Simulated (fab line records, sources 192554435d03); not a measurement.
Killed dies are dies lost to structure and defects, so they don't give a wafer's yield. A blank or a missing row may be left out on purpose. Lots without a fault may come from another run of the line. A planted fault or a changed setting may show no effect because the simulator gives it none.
Split-lot experiment | flow n5_finfet | 7 lots, 21 wafers read, on a route of 1938 steps

THE SPLIT
At N5_MIM_TOP_LITHO_EXPOSE_05 (exposes mask MIM TOP, target cd 2000 nm), the setting dose_mj was moved away from the recipe's 20.5 on 9 of the 21 wafers read, by -7.1% to +7.3%. The other wafers ran this setting at the recipe's value.

FROM THE SPLIT TO THE READING: what the file shows between them, 3 steps
- N5_MIM_TOP_LITHO_PEB_06
- N5_MIM_TOP_LITHO_DEVELOP_07: develop time 60 s
- N5_MIM_TOP_LITHO_HARDBAKE_09: time 120 s

THE READING
cd_nm, in nm, at N5_MIM_TOP_LITHO_CD_MEAS_08 (target cd 2000 nm). Fault-free wafers of this fab line usually give 2000.2 nm, standard deviation 2 nm.

wafer  | tool, chamber at the split | dose_mj as run | against the recipe | cd_nm, nm | against lot-mates on the recipe
L077.2 | krf_scanner-01, 0          | 19.05          | -7.1%              | 2008.5    | +10.5
L077.3 | krf_scanner-01, 0          | 20.5           | recipe             | 1998.0    | -
L077.4 | krf_scanner-01, 0          | 19.05          | -7.1%              | 2013.2    | +15.2
L084.1 | krf_scanner-02, 0          | 19.05          | -7.1%              | 2013.9    | +12.5
L084.2 | krf_scanner-02, 0          | 20.5           | recipe             | 2000.4    | -
L084.4 | krf_scanner-02, 0          | 20.5           | recipe             | 2002.5    | -
L086.2 | krf_scanner-01, 0          | 21.24          | +3.6%              | 1993.9    | -7.3
L086.4 | krf_scanner-01, 0          | 20.5           | recipe             | 2001.1    | -
L086.6 | krf_scanner-01, 0          | 20.5           | recipe             | 2001.3    | -
L087.1 | krf_scanner-02, 0          | 21.99          | +7.3%              | 1992.4    | -11.0
L087.2 | krf_scanner-02, 0          | 21.99          | +7.3%              | 1993.2    | -10.2
L087.6 | krf_scanner-02, 0          | 20.5           | recipe             | 2003.4    | -
L093.4 | krf_scanner-01, 0          | 20.5           | recipe             | 1999.0    | -
L093.5 | krf_scanner-01, 0          | 20.5           | recipe             | 1997.5    | -
L093.6 | krf_scanner-01, 0          | 20.5           | recipe             | 1998.1    | -
L096.2 | krf_scanner-02, 0          | 20.5           | recipe             | 2001.1    | -
L096.4 | krf_scanner-02, 0          | 20.5           | recipe             | 2001.3    | -
L096.6 | krf_scanner-02, 0          | 20.01          | -2.4%              | 2005.5    | +4.3
L097.1 | krf_scanner-02, 0          | 21.78          | +6.2%              | 1991.6    | -8.6
L097.3 | krf_scanner-02, 0          | 20.5           | recipe             | 2000.2    | -
L097.4 | krf_scanner-02, 0          | 21.78          | +6.2%              | 1992.3    | -7.9

THE FIT
A straight line over all 21 wafers: cd_nm changes by -1.41 nm for each +1% of dose_mj; r = -0.95; the points scatter about the line by 2 nm.
The same after taking each lot's own level away (the mean of its wafers on the recipe; 21 wafers): -1.61 nm for each +1%; r = -0.98; scatter 1.2 nm.
On that fit, the largest move of dose_mj shifts the reading by 12 nm.
The lots' own levels span 1998.00 to 2003.40 nm, that is 2.7 times the standard deviation above.
So the lot-to-lot level changes the slope: the two fits differ.
Check: with one of the wafers moved furthest among these (+7.3%) left out of the fit, the line predicts -11.3 nm for it against its lot-mates. It came out at -11 nm against them.

OTHER SPLITS ON THESE WAFERS
These wafers also went through other splits before the reading. Each is held against what the fit with the lots' levels taken away leaves over:
other split on the same wafers    | wafers away from the commonest value | r with cd_nm (lot level and that fit taken away)
N5_BEOL_M14_TRENCH_ETCH_34 time_s | 3                                    | +0.26

THE WHOLE CHAIN: every reading that the file lists as answering this split, in the file's order
step                        | what it does             | reading                                                              | change (the file's fit)              | r (the file's)
N5_MIM_TOP_LITHO_CD_MEAS_08 | target cd 2000 nm        | cd_nm                                                                | -1.64 nm for each +1% of the setting | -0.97
N5_MIM_TOP_LITHO_DESCUM_10  | chemistry O2, time 7.9 s | MIM_TOP_LITHO.cd_nm (the simulator's own value, which no gauge read) | -1.65 nm for each +1% of the setting | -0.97

THE FILE'S OWN FIT
cd_nm changes by -1.64 nm for each +1% of dose_mj, r = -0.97.
